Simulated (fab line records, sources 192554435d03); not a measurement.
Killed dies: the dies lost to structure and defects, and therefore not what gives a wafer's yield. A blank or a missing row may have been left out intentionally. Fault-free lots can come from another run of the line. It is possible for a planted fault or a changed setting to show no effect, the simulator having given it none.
Split-lot study / flow n5_finfet / route with 1938 steps; 7 lots, 21 wafers read

THE SPLIT ITSELF
At N5_WELL_APT_COAT_19 (resist thk 950 nm), the setting spin_rpm was moved away from the recipe's 1357 rpm on 4 of the 21 wafers read, by -11.1% to +9.9%. The other wafers ran this setting at the recipe's value.

Reading taken at the split's own step.

THE READING
coat_of_WELL_APT_COAT_19.thk_nm (the simulator's own value, which no gauge read), in nm, at N5_WELL_APT_COAT_19 (resist thk 950 nm). The file gives no usual value for it. Here, 17 wafers ran the recipe; their average is 949.6 nm with a standard deviation of 2.1 nm.

wafer=L074.1; tool, chamber at the split=litho_track-01, 0; spin_rpm as run, rpm=1357; against the recipe=recipe; coat_of_WELL_APT_COAT_19.thk_nm, nm=955.1; against lot-mates on the recipe=-
wafer=L074.4; tool, chamber at the split=litho_track-01, 0; spin_rpm as run, rpm=1357; against the recipe=recipe; coat_of_WELL_APT_COAT_19.thk_nm, nm=952; against lot-mates on the recipe=-
wafer=L074.6; tool, chamber at the split=litho_track-01, 0; spin_rpm as run, rpm=1491; against the recipe=+9.9%; coat_of_WELL_APT_COAT_19.thk_nm, nm=908.1; against lot-mates on the recipe=-45.4
wafer=L078.1; tool, chamber at the split=litho_track-01, 0; spin_rpm as run, rpm=1357; against the recipe=recipe; coat_of_WELL_APT_COAT_19.thk_nm, nm=948.1; against lot-mates on the recipe=-
wafer=L078.2; tool, chamber at the split=litho_track-01, 0; spin_rpm as run, rpm=1357; against the recipe=recipe; coat_of_WELL_APT_COAT_19.thk_nm, nm=950; against lot-mates on the recipe=-
wafer=L078.5; tool, chamber at the split=litho_track-01, 0; spin_rpm as run, rpm=1357; against the recipe=recipe; coat_of_WELL_APT_COAT_19.thk_nm, nm=950.7; against lot-mates on the recipe=-
wafer=L081.1; tool, chamber at the split=litho_track-02, 0; spin_rpm as run, rpm=1492; against the recipe=+9.9%; coat_of_WELL_APT_COAT_19.thk_nm, nm=905.8; against lot-mates on the recipe=-45.0
wafer=L081.4; tool, chamber at the split=litho_track-02, 0; spin_rpm as run, rpm=1492; against the recipe=+9.9%; coat_of_WELL_APT_COAT_19.thk_nm, nm=905.6; against lot-mates on the recipe=-45.2
wafer=L081.6; tool, chamber at the split=litho_track-02, 0; spin_rpm as run, rpm=1357; against the recipe=recipe; coat_of_WELL_APT_COAT_19.thk_nm, nm=950.8; against lot-mates on the recipe=-
wafer=L083.1; tool, chamber at the split=litho_track-03, 0; spin_rpm as run, rpm=1357; against the recipe=recipe; coat_of_WELL_APT_COAT_19.thk_nm, nm=948.5; against lot-mates on the recipe=-
wafer=L083.2; tool, chamber at the split=litho_track-03, 0; spin_rpm as run, rpm=1357; against the recipe=recipe; coat_of_WELL_APT_COAT_19.thk_nm, nm=948.8; against lot-mates on the recipe=-
wafer=L083.4; tool, chamber at the split=litho_track-03, 0; spin_rpm as run, rpm=1206; against the recipe=-11.1%; coat_of_WELL_APT_COAT_19.thk_nm, nm=1012; against lot-mates on the recipe=+63.4
wafer=L084.2; tool, chamber at the split=litho_track-02, 0; spin_rpm as run, rpm=1357; against the recipe=recipe; coat_of_WELL_APT_COAT_19.thk_nm, nm=945.4; against lot-mates on the recipe=-
wafer=L084.3; tool, chamber at the split=litho_track-02, 0; spin_rpm as run, rpm=1357; against the recipe=recipe; coat_of_WELL_APT_COAT_19.thk_nm, nm=945.9; against lot-mates on the recipe=-
wafer=L084.6; tool, chamber at the split=litho_track-02, 0; spin_rpm as run, rpm=1357; against the recipe=recipe; coat_of_WELL_APT_COAT_19.thk_nm, nm=948.8; against lot-mates on the recipe=-
wafer=L093.3; tool, chamber at the split=litho_track-03, 0; spin_rpm as run, rpm=1357; against the recipe=recipe; coat_of_WELL_APT_COAT_19.thk_nm, nm=949.2; against lot-mates on the recipe=-
wafer=L093.4; tool, chamber at the split=litho_track-03, 0; spin_rpm as run, rpm=1357; against the recipe=recipe; coat_of_WELL_APT_COAT_19.thk_nm, nm=949.4; against lot-mates on the recipe=-
wafer=L093.6; tool, chamber at the split=litho_track-03, 0; spin_rpm as run, rpm=1357; against the recipe=recipe; coat_of_WELL_APT_COAT_19.thk_nm, nm=948.9; against lot-mates on the recipe=-
wafer=L094.1; tool, chamber at the split=litho_track-02, 0; spin_rpm as run, rpm=1357; against the recipe=recipe; coat_of_WELL_APT_COAT_19.thk_nm, nm=950.4; against lot-mates on the recipe=-
wafer=L094.5; tool, chamber at the split=litho_track-02, 0; spin_rpm as run, rpm=1357; against the recipe=recipe; coat_of_WELL_APT_COAT_19.thk_nm, nm=950.5; against lot-mates on the recipe=-
wafer=L094.6; tool, chamber at the split=litho_track-02, 0; spin_rpm as run, rpm=1357; against the recipe=recipe; coat_of_WELL_APT_COAT_19.thk_nm, nm=950.7; against lot-mates on the recipe=-

FIT RESULTS
A straight line over all 21 wafers: coat_of_WELL_APT_COAT_19.thk_nm changes by -4.76 nm for each +1% of spin_rpm; r = -0.99; the points scatter about the line by 3.2 nm.
The same after taking each lot's own level away (the mean of its wafers on the recipe; 21 wafers): -4.93 nm for each +1%; r = -0.99; scatter 2.4 nm.
According to that fit, moving spin_rpm by its largest amount changes the reading by 55 nm.
Measured against the standard deviation above, the lots' own levels, which go from 946.70 to 953.55 nm, span 3.2 times it.
The two slopes are in agreement: the lot-to-lot level therefore moves the slope only a little.
Check: +50.7 nm against its lot-mates is what the line predicts for one of the wafers moved furthest among these (-11.1%) when that wafer is left out of the fit. Against them it came out at +63.4 nm.

THE OTHER SPLITS THESE WAFERS WENT THROUGH
Before the reading, these wafers also passed through other splits. Each is held against what the fit with the lots' levels taken away leaves over:
other split on the same wafers=N5_ZERO_LAYER_EXPOSE_08 dose_mj; wafers away from the commonest value=8; r with coat_of_WELL_APT_COAT_19.thk_nm (lot level and that fit taken away)=+0.27
other split on the same wafers=N5_WELL_APT_COAT_02 spin_rpm; wafers away from the commonest value=5; r with coat_of_WELL_APT_COAT_19.thk_nm (lot level and that fit taken away)=+0.20

FILE'S OWN FIT
coat_of_WELL_APT_COAT_19.thk_nm changes by -4.99 nm for each +1% of spin_rpm, r = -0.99.
